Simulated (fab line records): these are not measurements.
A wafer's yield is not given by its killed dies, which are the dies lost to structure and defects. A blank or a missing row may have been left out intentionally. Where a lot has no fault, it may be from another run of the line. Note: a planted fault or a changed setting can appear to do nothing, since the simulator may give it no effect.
Matching of chambers | flow n5 finfet | pecvd-02 running N5_BEOL_M14_ILD_DEP_00: 3 sister chambers
The step deposits SiO2 from TEOS/O2, target thk 1119.3 nm, time 237.4 s. 6 wafers are shown with their chamber, then 7 later ones without.

== WAFERS PAIRED WITH THEIR CHAMBERS ==
wafer  | chamber | throttle valve pct (%) | showerhead plenum p Torr (Torr)
L076.4 | 2       | 18.4                   | 8.36
L085.6 | 2       | 18.3                   | 8.35
L088.5 | 0       | 20.1                   | 8.32
L088.6 | 1       | 18.8                   | 8.37
L090.2 | 1       | 19.0                   | 8.38
L090.4 | 0       | 20.3                   | 8.36

== WAFERS WITH NO CHAMBER GIVEN ==
wafer  | throttle valve pct (%) | showerhead plenum p Torr (Torr)
L090.6 | 19.0                   | 8.37
L094.2 | 18.3                   | 8.36
L094.3 | 18.7                   | 8.38
L094.5 | 18.8                   | 8.37
L093.1 | 18.6                   | 8.36
L093.2 | 18.3                   | 8.34
L093.3 | 20.2                   | 8.33

== CHAMBER TAKEN BY EACH ==
wafer  | from the rows above     | in truth
L090.6 | 1                       | 1
L094.2 | 2                       | 2
L094.3 | can't be placed: 1 or 2 | 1
L094.5 | 1                       | 1
L093.1 | can't be placed: 2 or 1 | 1
L093.2 | 2                       | 2
L093.3 | 0                       | 0
Correctly placed: 5 of 7. These rows do not allow placing 2 (true chamber among the candidates in 2). Placed wrongly: 0.
How it was worked out, from the rows above alone: a wafer's distance from a chamber is the root of the sum, over the readings, of the square of ((its reading less the chamber's mean) divided by the reading's scatter). If the next closest chamber is less than 2 further off than the closest, the wafer can't be placed; otherwise it belongs to the closest. The mean given for a chamber averages the wafers shown for that chamber. The scatter is the square root of a quotient: the sum, over the shown wafers, of each reading's squared deviation from its chamber's mean, divided by wafers minus chambers.
